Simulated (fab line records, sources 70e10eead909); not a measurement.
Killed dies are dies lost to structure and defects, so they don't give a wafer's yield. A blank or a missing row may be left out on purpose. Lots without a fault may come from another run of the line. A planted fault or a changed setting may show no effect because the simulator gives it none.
fab line records | flow nand_harc
record lots=13 wafers=39 last_day=24
route steps=1159 shown A_BONDPAD@1059 END@1159
lots that met no fault: from a run of the same line without faults
start_h: hours from the record's first day to the start of the lot's first wafer shown | wait_h: hours since the lot's step before | " the same as in the row above | L1.1+2: a row that stands for several wafers | - no value, or no start given | * or withheld: withheld | < > ~ a bound
route shown NAME@n: a module of which the file shows steps, and the number in the route of the first | usual: mean/standard deviation of fault-free wafers | same: alike in all rows | chamber/n: place in a boat | sites: the reading at each site | _std_site: their standard deviation | _edge_site: outer sites' mean less inner sites' | radius_mm: how far each site lies from the wafer's centre | mask NAME#n: copy n | behind: the tool/chamber that last shaped the wafer | hold: why the lot was held/for how many hours/how that ended | device: the transistor (n, p or np) that didn't switch | end of line: the same wafers' tests at the end of the route | a step without rows: its recipe alone | killed: dies lost to structure and defects at the first sort, not the wafer's yield | map: a wafer's dies, x killed, . not, _ none there
set.NAME: the setting as run; set.NAME@STEP: as run at that earlier step | model.NAME: the simulator's own value behind a step, which no gauge read
steps of the route over a sample of lots; a table a step, a row a wafer
services: from which hour (start_h, from the record's first day; less than 0 if before it) a tool's chamber was out of use, for how many hours, and why
## steps
# step NHARC_A_BONDPAD_DEP_00
# recipe target_thk_a=2500 temp_c=370 target_thk_nm=250 pressure_torr=3 flow_sccm=200 rf_w=450 material=SiCN
# usual heater_power_w=587/76
# columns lot.wafer tool chamber start_h wait_h heater_power_w
L978.4 pecvd-01 1 - - 530
L978.5 " 2 " " 663
L978.6 " 0 " " 644
L981.2 pecvd-04 1 407.95 - 492
L981.1 " 0 " " 493
L981.6 " 2 " " 718
L980.1 pecvd-03 2 411.23 - 570
L980.3 " 0 " " 583
L980.4 " 1 " " 565
L983.2 pecvd-03 0 412.63 - 636
L983.6 " 2 " " 623
L983.5 " 1 " " 555
L979.4 pecvd-04 0 418.07 - 502
L979.6 " 1 " " 570
L979.5 " 2 " " 663
L982.2 pecvd-04 0 425.22 - 510
L982.1 " 2 " " 653
L982.5 " 0 " " 508
L984.3 pecvd-04 1 450.53 - 588
L984.6 " 2 " " 621
L984.5 " 1 " " 611
L996.3 pecvd-03 0 - - 664
L996.2 " 2 " " 528
L996.4 " 0 " " 691
L995.3 pecvd-03 1 504.13 - 501
L995.4 " 0 " " 682
L995.6 " 2 " " 625
L992.1 pecvd-03 2 514.21 - 626
L992.6 " 0 " " 701
L992.4 " 1 " " 542
L997.3 pecvd-03 2 514.88 - 633
L997.1 " 0 " " 711
L997.6 " 0 " " 703
L999.1 pecvd-04 0 529.03 - 455
L999.3 " 2 " " 706
L999.4 " 0 " " 470
L100.2 pecvd-01 2 540.88 - 627
L100.4 " 2 " " 629
L100.6 " 1 " " 536
# step NHARC_A_BONDPAD_CMP_29
# recipe target_thk_nm=200 material=SiCN
# usual motor_current_A=12.2/1.2 retaining_ring_pressure_frac=1.001/0.0053
# columns lot.wafer tool chamber start_h wait_h motor_current_A retaining_ring_pressure_frac
L978.4 cmp-01 1 399.96 - 10.9 1.001
L978.5 " 1 " " 11.0 1.004
L978.6 " 2 " " 12.3 1.008
L981.2 cmp-03 0 408.37 - 12.3 1.001
L981.1 " 3 " " 12.4 0.998
L981.6 " 1 " " 13.9 1.002
L980.1 cmp-04 2 411.58 - 10.9 0.998
L980.4 " 3 " " 11.0 0.998
L980.3 " 1 " " 11.5 1.002
L983.2 cmp-01 0 413.02 - 11.6 1.011
L983.6 " 3 " " 14.7 0.998
L983.5 " 0 " " 11.3 1.003
L979.4 cmp-01 2 418.37 - 12.1 1.004
L979.5 " 1 " " 11.1 1.006
L979.6 " 2 " " 11.8 1.005
L982.1 cmp-01 1 425.62 - 11.1 0.991
L982.2 " 0 " " 12.1 0.998
L982.5 " 2 " " 12.0 1.015
L984.3 cmp-01 2 450.90 - 12.5 0.995
L984.6 " 0 " " 11.8 1.000
L984.5 " 1 " " 11.0 0.998
L996.4 cmp-03 3 503.98 - 13.1 1.001
L996.2 " 0 " " 13.0 1.006
L996.3 " 1 " " 14.3 1.004
L995.4 cmp-03 2 504.54 - 10.4 1.003
L995.3 " 3 " " 12.4 1.002
L995.6 " 0 " " 12.9 1.001
L992.4 cmp-04 3 514.53 - 11.2 1.007
L992.1 " 0 " " 13.5 0.996
L992.6 " 3 " " 10.2 0.996
L997.3 cmp-04 2 515.29 - 11.0 1.002
L997.1 " 1 " " 12.7 0.997
L997.6 " 3 " " 10.9 1.008
L999.4 cmp-04 0 529.44 - 13.4 0.994
L999.1 " 2 " " 11.4 0.992
L999.3 " 3 " " 11.1 1.001
L100.2 cmp-04 1 541.36 0.4 11.7 0.995
L100.4 " 2 " " 11.4 0.997
L100.6 " 2 " " 11.2 0.991
# step NHARC_A_BONDPAD_OVL_MEAS_35
# usual overlay_x_nm=3/6.3 overlay_y_nm=1/7.1
# columns lot.wafer tool chamber start_h wait_h overlay_x_nm overlay_y_nm
L978.4 overlay-02 - 400.87 - 5 1
L978.5 " - " " 5 1
L978.6 " - " " 5 1
L981.1 overlay-01 - 409.46 - -4 11
L981.2 " - " " -5 11
L981.6 " - " " -4 10
L980.1 overlay-02 - 412.52 - -2 -8
L980.3 " - " " -2 -7
L980.4 " - " " -2 -8
L983.2 overlay-01 - 413.89 - 17 5
L983.5 " - " " 17 5
L983.6 " - " " 18 5
L979.4 overlay-02 - 419.25 - 10 -8
L979.5 " - " " 11 -7
L979.6 " - " " 10 -7
L982.1 overlay-02 - 426.41 - 6 -4
L982.2 " - " " 7 -3
L982.5 " - " " 6 -4
L984.3 overlay-02 - 451.63 - -7 -3
L984.5 " - " " -6 -3
L984.6 " - " " -7 -3
L996.2 overlay-02 - 504.87 - -3 -8
L996.3 " - " " -3 -8
L996.4 " - " " -3 -8
L995.3 overlay-02 - 505.39 - 6 -14
L995.4 " - " " 5 -14
L995.6 " - " " 5 -14
L992.1 overlay-01 - 515.44 - 2 -7
L992.4 " - " " 2 -7
L992.6 " - " " 2 -7
L997.1 overlay-01 - 516.19 - 15 8
L997.3 " - " " 14 8
L997.6 " - " " 15 8
L999.1 overlay-01 - 530.35 - 9 0
L999.3 " - " " 9 0
L999.4 " - " " 9 1
L100.2 overlay-01 - 542.27 - -5 3
L100.4 " - " " -5 2
L100.6 " - " " -5 3
# step NHARC_A_BONDPAD_PRE_CLEAN_26
# recipe time_s=30 temp_c=280 gas=H2/He
# usual heater_power_w=412/28 susceptor_temp_C=279.99/0.17
# columns lot.wafer tool chamber start_h wait_h heater_power_w susceptor_temp_C
L978.4 pvd_sputter-01 - 402.02 - 413 280.20
L978.6 " - " " 386 280.24
L978.5 " - " " 397 280.06
L981.1 pvd_sputter-01 - 410.63 - 402 279.73
L981.2 " - " " 403 280.07
L981.6 " - " " 401 280.00
L980.4 pvd_sputter-03 - 413.74 - 408 279.87
L980.1 " - " " 429 279.84
L980.3 " - " " 369 280.17
L983.2 pvd_sputter-02 - 415.08 - 425 280.04
L983.5 " - " " 370 279.97
L983.6 " - " " 475 279.83
L979.4 pvd_sputter-01 - 420.39 - 383 279.99
L979.5 " - " " 390 279.98
L979.6 " - " " 449 280.24
L982.1 pvd_sputter-01 - 427.57 - 392 279.94
L982.2 " - " " 394 279.75
L982.5 " - " " 420 279.90
L984.3 pvd_sputter-02 - 452.76 - 434 -
L984.5 " - " " 377 -
L984.6 " - " " 421 -
L996.2 pvd_sputter-01 - 506.17 - 406 280.07
L996.4 " - " " 403 279.94
L996.3 " - " " 407 280.11
L995.4 pvd_sputter-02 - 506.52 - 472 280.13
L995.3 " - " " 439 280.02
L995.6 " - " " 378 280.12
L992.1 pvd_sputter-03 - 516.60 - 401 280.28
L992.4 " - " " 399 277.50
L992.6 " - " " 429 279.98
L997.1 pvd_sputter-02 - 517.33 - 423 279.80
L997.3 " - " " 377 279.59
L997.6 " - " " 382 280.22
L999.3 pvd_sputter-01 - 532.28 - 394 -
L999.4 " - " " 430 -
L999.1 " - " " 425 -
L100.4 pvd_sputter-02 - 543.40 - 365 280.00
L100.2 " - " " 467 279.89
L100.6 " - " " 435 279.61
# step NHARC_END_SORT_01
# recipe temp_c=25
# usual defect_limited_yield=95.5/1.6 killed_at_array=27/11 killed_at_other=0.8/1.1 killed_at_periphery=2.8/1.9 killed_dies=30/11 killed_open=3.3/1.8 killed_short=2.3/1.5 sort_bin_2_pct=1.4/0.68 sort_bin_3_pct=0.27/0.22 sort_bin_4_pct=2.8/0.99 sort_n_pass=647/11 sort_rim_yield_pct=94.3/2.9 sort_yield_pct=95.5/1.6
# same gross_dies=677 sort_bin_5_pct[%]=0 sort_bin_6_pct[%]=0 sort_bin_7_pct[%]=0 sort_bin_8_pct[%]=0 sort_rim_n_gross=106.00
# columns lot.wafer tool chamber start_h wait_h defect_limited_yield[%] killed_at_array killed_at_other killed_at_periphery killed_dies killed_open killed_short sort_bin_2_pct[%] sort_bin_3_pct[%] sort_bin_4_pct[%] sort_n_pass sort_rim_yield_pct[%] sort_yield_pct[%]
L981.1 prober-02 0 445.42 2.5 93.6 37 0 6 43 6 2 2.1 0.15 4.1 634 92.5 93.6
L981.2 prober-02 0 446.20 2.8 96.3 20 0 5 25 2 0 1.8 0.15 1.8 652 95.3 96.3
L981.6 prober-02 0 449.36 3.9 96.0 25 0 2 27 1 2 1.8 0.30 1.9 650 92.5 96.0
L978.4 prober-01 0 447.46 3.4 96.6 17 2 4 23 2 0 1.2 0.15 2.1 654 93.4 96.6
L978.5 prober-01 0 448.27 3.7 96.6 18 0 5 23 5 3 0.9 0.15 2.4 654 89.6 96.6
L978.6 prober-01 0 449.07 4.0 95.4 25 0 6 31 3 1 0.9 0.44 3.2 646 98.1 95.4
L980.1 prober-01 0 452.87 2.5 96.5 15 3 6 24 4 4 0.7 0.44 2.4 653 96.2 96.5
L980.3 prober-01 0 454.49 3.1 95.7 23 2 4 29 4 3 1.8 0 2.5 648 100.0 95.7
L980.4 prober-01 0 455.30 3.4 97.3 13 0 5 18 6 0 0.6 0.15 1.9 659 96.2 97.3
L983.2 prober-02 0 453.94 2.8 97.2 16 0 3 19 1 1 0.6 0.30 1.9 658 95.3 97.2
L983.5 prober-02 0 456.33 3.7 97.3 15 1 2 18 5 0 0.3 0.15 2.2 659 94.3 97.3
L983.6 prober-02 0 457.13 4.0 96.8 21 1 0 22 2 1 1.0 0 2.2 655 94.3 96.8
L982.1 prober-02 0 460.91 2.5 92.2 49 0 4 53 4 5 2.4 0.89 4.6 624 95.3 92.2
L982.2 prober-02 0 461.72 2.8 96.2 23 0 3 26 2 6 1.3 0.15 2.4 651 90.6 96.2
L982.5 prober-02 0 464.13 3.7 96.6 19 0 4 23 1 2 0.4 0.15 2.8 654 90.6 96.6
L979.4 prober-01 0 463.09 3.4 96.6 20 0 3 23 3 3 1.0 0 2.4 654 94.3 96.6
L979.5 prober-01 0 463.90 3.7 97.2 18 0 1 19 2 1 0.6 0.15 2.1 658 98.1 97.2
L979.6 prober-01 0 464.70 4.0 97.9 14 0 0 14 1 1 0.3 0.15 1.6 663 94.3 97.9
L984.3 prober-02 0 483.36 3.1 94.4 35 2 1 38 3 4 2.2 0.59 2.8 639 93.4 94.4
L984.5 prober-02 0 484.94 3.7 95.6 26 1 3 30 5 1 1.2 0 3.2 647 94.3 95.6
L984.6 prober-02 0 485.74 4.0 95.0 30 2 2 34 4 3 1.0 0.15 3.8 643 92.5 95.0
L996.2 prober-02 0 537.57 2.8 92.8 42 2 5 49 7 1 2.5 0.59 4.1 628 88.7 92.8
L996.3 prober-02 0 538.37 3.1 93.2 38 3 5 46 5 3 2.2 0.30 4.3 631 92.5 93.2
L996.4 prober-02 0 539.17 3.4 92.3 46 3 3 52 4 2 2.7 0.30 4.7 625 89.6 92.3
L995.3 prober-01 0 538.32 3.1 96.9 16 2 3 21 4 5 0.6 0.30 2.2 656 93.4 96.9
L995.4 prober-01 0 539.12 3.4 95.9 20 1 7 28 6 2 1.3 0.30 2.5 649 97.2 95.9
L995.6 prober-01 0 540.71 4.0 97.0 18 0 2 20 3 1 0.7 0.15 2.1 657 94.3 97.0
L992.1 prober-01 0 552.19 2.5 97.0 18 0 2 20 1 4 0.3 0 2.7 657 94.3 97.0
L992.4 prober-01 0 554.64 3.4 96.6 21 0 2 23 2 6 1.0 0 2.4 654 98.1 96.6
L992.6 prober-01 0 556.26 4.1 95.9 26 1 1 28 4 6 1.3 0.30 2.5 649 93.4 95.9
L997.1 prober-02 0 555.66 2.5 94.1 38 0 2 40 4 5 1.5 0.30 4.1 637 95.3 94.1
L997.3 prober-02 0 557.28 3.1 95.9 24 0 4 28 2 1 1.3 0.15 2.7 649 90.6 95.9
L997.6 prober-02 0 559.70 4.0 93.9 41 0 0 41 3 2 2.7 0.15 3.2 636 91.5 93.9
L999.1 prober-02 0 563.46 2.5 95.0 28 1 5 34 4 2 1.2 0.59 3.2 643 97.2 95.0
L999.3 prober-02 0 565.06 3.1 93.2 43 1 2 46 4 4 2.4 0.74 3.7 631 98.1 93.2
L999.4 prober-02 0 565.87 3.4 96.6 19 0 4 23 5 1 1.8 0.15 1.5 654 93.4 96.6
L100.2 prober-01 0 573.28 2.8 92.2 50 0 3 53 6 2 2.8 0.44 4.6 624 91.5 92.2
L100.4 prober-01 0 574.89 3.4 91.9 53 0 2 55 2 1 2.1 0.74 5.3 622 98.1 91.9
L100.6 prober-01 0 576.50 4.0 92.9 46 0 2 48 5 3 2.8 0.30 4.0 629 92.5 92.9
# killed by level:class
L981.1 A_SLIT:chamber_film_flake=13 A_CHANNEL_HOLE_D1:chamber_film_flake=9 P_GATE:chamber_film_flake=4 A_WL_FILL:chamber_film_flake=4 A_CONTACT:chamber_film_flake=3 A_ONON_D1:geometric_particle:open=2 A_CONTACT:geometric_particle:open=2 P_GATE:geometric_particle:short=1
L981.2 A_CHANNEL_HOLE_D1:chamber_film_flake=11 A_SLIT:chamber_film_flake=4 A_WL_FILL:chamber_film_flake=3 P_STI:chamber_film_flake=2 P_GATE:geometric_particle:open=1 P_CONTACT:geometric_particle:open=1 P_GATE:chamber_film_flake=1 A_STAIRCASE:chamber_film_flake=1
L978.4 A_CHANNEL_HOLE_D1:chamber_film_flake=7 A_SLIT:chamber_film_flake=7 P_CONTACT:chamber_film_flake=4 STARTING-WAFER:geometric_particle:open=2 A_STAIRCASE:chamber_film_flake=2 A_CONTACT:chamber_film_flake=1
L978.5 A_CHANNEL_HOLE_D1:chamber_film_flake=6 A_SLIT:chamber_film_flake=6 P_CONTACT:geometric_particle:short=2 A_STAIRCASE:chamber_film_flake=2 P_STI:geometric_particle:open=1 P_CONTACT:geometric_particle:open=1 P_M1:geometric_particle:open=1 A_ONON_D1:geometric_particle:short=1
L978.6 A_SLIT:chamber_film_flake=14 A_CHANNEL_HOLE_D1:chamber_film_flake=8 P_CONTACT:chamber_film_flake=3 A_CONTACT:chamber_film_flake=2 P_CONTACT:geometric_particle:open=1 P_M0:geometric_particle:open=1 P_M0:geometric_particle:short=1 A_CHANNEL_FILL_D1:geometric_particle:open=1
L981.6 A_CHANNEL_HOLE_D1:chamber_film_flake=9 A_CONTACT:chamber_film_flake=5 A_SLIT:chamber_film_flake=4 A_STAIRCASE:chamber_film_flake=2 A_WL_FILL:chamber_film_flake=2 A_STAIRCASE:geometric_particle:short=1 A_CONTACT:geometric_particle:open=1 A_M1:geometric_particle:short=1
L980.1 A_WL_FILL:chamber_film_flake=4 A_STAIRCASE:chamber_film_flake=3 P_GATE:chamber_film_flake=2 P_M1:chamber_film_flake=2 THIN_TSV:chamber_film_flake=2 P_GATE:geometric_particle:open=1 A_ONON_D1:geometric_particle:short=1 A_CHANNEL_FILL_D1:geometric_particle:open=1
L983.2 A_SLIT:chamber_film_flake=9 A_CHANNEL_HOLE_D1:chamber_film_flake=3 P_GATE:chamber_film_flake=2 A_CHANNEL_FILL_D1:geometric_particle:open=1 A_SGD_CUT:geometric_particle:short=1 P_STI:chamber_film_flake=1 A_STAIRCASE:chamber_film_flake=1 A_WL_FILL:chamber_film_flake=1
L980.3 A_SLIT:chamber_film_flake=11 A_CHANNEL_HOLE_D1:chamber_film_flake=3 A_CHANNEL_FILL_D1:geometric_particle:open=2 P_STI:chamber_film_flake=2 A_CONTACT:chamber_film_flake=2 THIN_TSV:chamber_film_flake=2 P_STI:geometric_particle:open=1 P_CONTACT:geometric_particle:open=1
L980.4 A_SLIT:chamber_film_flake=4 P_GATE:geometric_particle:open=3 A_CONTACT:chamber_film_flake=3 A_CONTACT:geometric_particle:open=2 P_GATE:chamber_film_flake=2 A_BLC:chamber_film_flake=2 A_M0:geometric_particle:open=1 A_STAIRCASE:chamber_film_flake=1
L983.5 A_SLIT:chamber_film_flake=8 P_CONTACT:geometric_particle:open=1 A_SOURCE_PLATE:geometric_particle:open=1 A_CONTACT:geometric_particle:open=1 A_M0:geometric_particle:open=1 A_M1:geometric_particle:open=1 P_STI:chamber_film_flake=1 A_CHANNEL_HOLE_D1:chamber_film_flake=1
L983.6 A_SLIT:chamber_film_flake=10 A_STAIRCASE:chamber_film_flake=4 A_CHANNEL_HOLE_D1:chamber_film_flake=2 A_SOURCE_PLATE:geometric_particle:short=1 A_CONTACT:geometric_particle:open=1 A_BLC:geometric_particle:open=1 A_WL_FILL:chamber_film_flake=1 A_CONTACT:chamber_film_flake=1
L982.1 A_CHANNEL_HOLE_D1:chamber_film_flake=14 A_SLIT:chamber_film_flake=13 A_CONTACT:chamber_film_flake=8 A_STAIRCASE:chamber_film_flake=4 P_STI:chamber_film_flake=3 A_SGD_CUT:geometric_particle:short=2 A_CONTACT:geometric_particle:open=2 A_M0:geometric_particle:short=2
L982.2 A_CHANNEL_HOLE_D1:chamber_film_flake=6 A_SLIT:chamber_film_flake=6 A_STAIRCASE:chamber_film_flake=2 A_CONTACT:chamber_film_flake=2 P_CONTACT:geometric_particle:short=1 P_M0:geometric_particle:short=1 A_SOURCE_PLATE:geometric_particle:short=1 A_WL_FILL:geometric_particle:short=1
L979.4 A_CHANNEL_HOLE_D1:chamber_film_flake=6 A_STAIRCASE:chamber_film_flake=5 A_CONTACT:chamber_film_flake=4 A_CHANNEL_FILL_D1:geometric_particle:short=2 P_M0:geometric_particle:open=1 A_SOURCE_PLATE:geometric_particle:short=1 A_WL_FILL:geometric_particle:open=1 A_CONTACT:geometric_particle:open=1
L979.5 A_CHANNEL_HOLE_D1:chamber_film_flake=11 A_SLIT:chamber_film_flake=2 A_STAIRCASE:chamber_film_flake=2 P_CONTACT:geometric_particle:open=1 A_CHANNEL_HOLE_D1:geometric_particle:open=1 A_WL_FILL:geometric_particle:short=1 A_ZERO_WELL:chamber_film_flake=1
L982.5 A_CHANNEL_HOLE_D1:chamber_film_flake=7 A_SLIT:chamber_film_flake=4 A_CONTACT:chamber_film_flake=4 P_STI:chamber_film_flake=3 A_CHANNEL_HOLE_D1:geometric_particle:open=1 A_WL_FILL:geometric_particle:short=1 A_M1:geometric_particle:short=1 P_BONDPAD:chamber_film_flake=1
L979.6 A_CHANNEL_HOLE_D1:chamber_film_flake=9 A_STAIRCASE:chamber_film_flake=2 A_CHANNEL_HOLE_D1:geometric_particle:short=1 A_WL_FILL:geometric_particle:open=1 A_CONTACT:chamber_film_flake=1
L984.3 A_CHANNEL_HOLE_D1:chamber_film_flake=16 A_SLIT:chamber_film_flake=5 A_ONON_D1:geometric_particle:short=2 A_ONON_D1:geometric_particle:open=2 A_ZERO_WELL:chamber_film_flake=2 A_WL_FILL:chamber_film_flake=2 A_CONTACT:chamber_film_flake=2 THIN_TSV:chamber_film_flake=2
L984.5 A_SLIT:chamber_film_flake=10 A_CHANNEL_HOLE_D1:chamber_film_flake=6 A_WL_FILL:chamber_film_flake=4 P_CONTACT:geometric_particle:open=2 A_ONON_D1:geometric_particle:open=2 P_M0:geometric_particle:open=1 A_ONON_D1:geometric_particle:short=1 A_ZERO_WELL:chamber_film_flake=1
L984.6 A_CHANNEL_HOLE_D1:chamber_film_flake=16 A_SLIT:chamber_film_flake=5 A_CONTACT:chamber_film_flake=3 THIN_TSV:chamber_film_flake=2 P_STI:geometric_particle:open=1 P_M1:geometric_particle:open=1 A_ONON_D1:geometric_particle:short=1 A_CHANNEL_FILL_D1:geometric_particle:short=1
L996.2 A_CHANNEL_HOLE_D1:chamber_film_flake=21 A_CONTACT:chamber_film_flake=6 A_SLIT:chamber_film_flake=4 P_ZERO_WELL:chamber_film_flake=3 A_M1:chamber_film_flake=3 THIN_TSV:chamber_film_flake=2 P_M0:geometric_particle:open=1 P_M1:geometric_particle:open=1
L995.3 A_CHANNEL_HOLE_D1:chamber_film_flake=3 A_CONTACT:chamber_film_flake=3 A_STAIRCASE:chamber_film_flake=2 THIN_TSV:chamber_film_flake=2 P_STI:geometric_particle:open=1 A_SOURCE_PLATE:geometric_particle:short=1 A_CHANNEL_HOLE_D1:geometric_particle:short=1 A_CHANNEL_FILL_D1:geometric_particle:short=1
L996.3 A_CHANNEL_HOLE_D1:chamber_film_flake=14 A_SLIT:chamber_film_flake=6 A_CONTACT:chamber_film_flake=5 A_STAIRCASE:chamber_film_flake=3 THIN_TSV:chamber_film_flake=3 A_ONON_D1:geometric_particle:open=2 A_M1:chamber_film_flake=2 P_M0:geometric_particle:open=1
L995.4 A_CHANNEL_HOLE_D1:chamber_film_flake=6 A_CONTACT:chamber_film_flake=5 A_CHANNEL_FILL_D1:chamber_film_flake=3 P_CONTACT:geometric_particle:open=2 P_CONTACT:geometric_particle:short=1 P_M2:geometric_particle:open=1 A_ONON_D1:geometric_particle:open=1 A_CHANNEL_HOLE_D1:geometric_particle:short=1
L996.4 A_SLIT:chamber_film_flake=15 A_CHANNEL_HOLE_D1:chamber_film_flake=13 A_M1:chamber_film_flake=6 A_STAIRCASE:chamber_film_flake=4 THIN_TSV:chamber_film_flake=3 P_CONTACT:geometric_particle:open=2 A_CHANNEL_FILL_D1:chamber_film_flake=2 A_CONTACT:chamber_film_flake=2
L995.6 A_CHANNEL_HOLE_D1:chamber_film_flake=8 A_STAIRCASE:chamber_film_flake=4 A_CHANNEL_FILL_D1:chamber_film_flake=3 P_GATE:geometric_particle:open=1 P_CONTACT:geometric_particle:open=1 A_CONTACT:geometric_particle:open=1 A_BLC:geometric_particle:short=1 A_SGD_CUT:chamber_film_flake=1
L992.1 A_CHANNEL_FILL_D1:chamber_film_flake=6 A_CONTACT:chamber_film_flake=4 A_CHANNEL_HOLE_D1:chamber_film_flake=2 P_M0:geometric_particle:open=1 A_CHANNEL_HOLE_D1:geometric_particle:short=1 A_CHANNEL_FILL_D1:geometric_particle:short=1 A_WL_FILL:geometric_particle:short=1 A_CONTACT:geometric_particle:short=1
L992.4 A_CHANNEL_HOLE_D1:chamber_film_flake=6 A_STAIRCASE:chamber_film_flake=4 A_SGD_CUT:geometric_particle:short=2 A_CONTACT:geometric_particle:short=2 A_CHANNEL_FILL_D1:chamber_film_flake=2 A_CONTACT:chamber_film_flake=2 P_GATE:geometric_particle:short=1 A_ONON_D1:geometric_particle:open=1
L997.1 A_SLIT:chamber_film_flake=14 A_CHANNEL_HOLE_D1:chamber_film_flake=9 A_CHANNEL_FILL_D1:geometric_particle:short=4 A_STAIRCASE:chamber_film_flake=4 A_CHANNEL_FILL_D1:chamber_film_flake=2 A_CONTACT:chamber_film_flake=2 P_GATE:geometric_particle:open=1 P_M0:geometric_particle:open=1
L992.6 A_CHANNEL_FILL_D1:chamber_film_flake=7 A_STAIRCASE:chamber_film_flake=3 A_CONTACT:chamber_film_flake=3 A_CHANNEL_HOLE_D1:chamber_film_flake=2 A_SLIT:chamber_film_flake=2 P_M0:geometric_particle:short=1 A_CHANNEL_HOLE_D1:geometric_particle:short=1 A_CHANNEL_FILL_D1:geometric_particle:short=1
L997.3 A_CHANNEL_HOLE_D1:chamber_film_flake=6 A_STAIRCASE:chamber_film_flake=5 A_SLIT:chamber_film_flake=5 A_CONTACT:chamber_film_flake=5 P_GATE:chamber_film_flake=2 P_GATE:geometric_particle:open=1 A_CONTACT:geometric_particle:open=1 A_CONTACT:geometric_particle:short=1
L997.6 A_CHANNEL_HOLE_D1:chamber_film_flake=23 A_SLIT:chamber_film_flake=5 A_STAIRCASE:chamber_film_flake=4 A_CONTACT:chamber_film_flake=3 A_ONON_D1:geometric_particle:open=1 A_CHANNEL_HOLE_D1:geometric_particle:short=1 A_STAIRCASE:geometric_particle:short=1 A_CONTACT:geometric_particle:open=1
L999.1 A_SLIT:chamber_film_flake=14 A_STAIRCASE:chamber_film_flake=7 A_CONTACT:chamber_film_flake=5 P_GATE:geometric_particle:short=1 P_CONTACT:geometric_particle:open=1 P_M0:geometric_particle:open=1 A_ONON_D1:geometric_particle:open=1 A_CONTACT:geometric_particle:open=1
L999.3 A_SLIT:chamber_film_flake=18 A_CONTACT:chamber_film_flake=7 A_STAIRCASE:chamber_film_flake=6 A_CHANNEL_HOLE_D1:chamber_film_flake=4 A_WL_FILL:chamber_film_flake=3 P_M0:geometric_particle:short=1 P_M0:geometric_particle:open=1 A_CHANNEL_FILL_D1:geometric_particle:open=1
L999.4 A_CONTACT:chamber_film_flake=7 A_SLIT:chamber_film_flake=6 A_CHANNEL_HOLE_D1:chamber_film_flake=2 A_STAIRCASE:chamber_film_flake=2 P_GATE:geometric_particle:open=1 P_M0:geometric_particle:open=1 P_M1:geometric_particle:open=1 P_M1:geometric_particle:short=1
L100.2 A_CHANNEL_HOLE_D1:chamber_film_flake=16 A_SLIT:chamber_film_flake=16 A_CONTACT:chamber_film_flake=4 A_STAIRCASE:chamber_film_flake=3 A_M1:chamber_film_flake=3 A_CHANNEL_FILL_D1:geometric_particle:open=2 A_BONDPAD:chamber_film_flake=2 P_GATE:geometric_particle:open=1
L100.4 A_CHANNEL_HOLE_D1:chamber_film_flake=26 A_SLIT:chamber_film_flake=15 A_STAIRCASE:chamber_film_flake=4 A_CONTACT:chamber_film_flake=3 P_M0:geometric_particle:open=1 A_WL_FILL:geometric_particle:short=1 A_WL_FILL:geometric_particle:open=1 P_STI:chamber_film_flake=1
L100.6 A_SLIT:chamber_film_flake=19 A_CHANNEL_HOLE_D1:chamber_film_flake=10 A_CONTACT:chamber_film_flake=4 A_BONDPAD:chamber_film_flake=3 P_GATE:geometric_particle:open=2 A_WL_FILL:geometric_particle:short=2 A_STAIRCASE:chamber_film_flake=2 A_M1:chamber_film_flake=2
## services
# columns tool chamber start_h hours kind
pecvd-04 - 376.21 13.0 pm
cmp-03 - 377.37 0.6 repair
cmp-04 - 378.84 1.7 repair
pecvd-01 - 389.82 0.6 repair
pvd_sputter-02 - 392.03 10.0 pm
cmp-04 - 399.00 4.0 pm
pecvd-01 - 418.60 13.0 pm
cmp-03 - 439.45 3.4 repair
pvd_sputter-01 - 448.04 17.1 repair
cmp-03 - 449.30 1.0 repair
cmp-03 - 450.34 4.0 pm
pecvd-01 0 451.17 21.6 repair
pvd_sputter-03 - 458.07 10.0 pm
cmp-03 - 461.23 0.5 repair
cmp-04 - 472.46 2.4 repair
pecvd-03 2 472.87 4.5 repair
pecvd-03 - 473.05 13.0 pm
cmp-01 - 473.50 4.0 pm
cmp-04 - 497.00 4.0 pm
cmp-01 - 504.65 2.4 repair
pvd_sputter-01 - 514.00 10.0 pm
pecvd-04 - 529.59 1.3 repair
pvd_sputter-01 - 533.83 4.3 repair
cmp-04 - 534.80 1.8 repair
## key
first_sign step=NHARC_A_BONDPAD_PRE_CLEAN_26 reading=susceptor_temp_C direction=down sigmas=14 usual=* struck=*
effect none on later readings
met_at NHARC_A_BONDPAD_PRE_CLEAN_26
struck_lots L992
struck_wafers L992.4
not_acting_at NHARC_A_BONDPAD_DEP_00,NHARC_A_BONDPAD_CMP_29,NHARC_A_BONDPAD_OVL_MEAS_35
onset_between 413.74 516.60
fault kind=process_parameter_drift tool=pvd_sputter-03 chamber=- onset_h=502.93 steps=NHARC_A_BONDPAD_PRE_CLEAN_26 channel=temp_c offset=* shape=step end_h=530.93 acts_in=* stated=* scope=struck_wafers_only
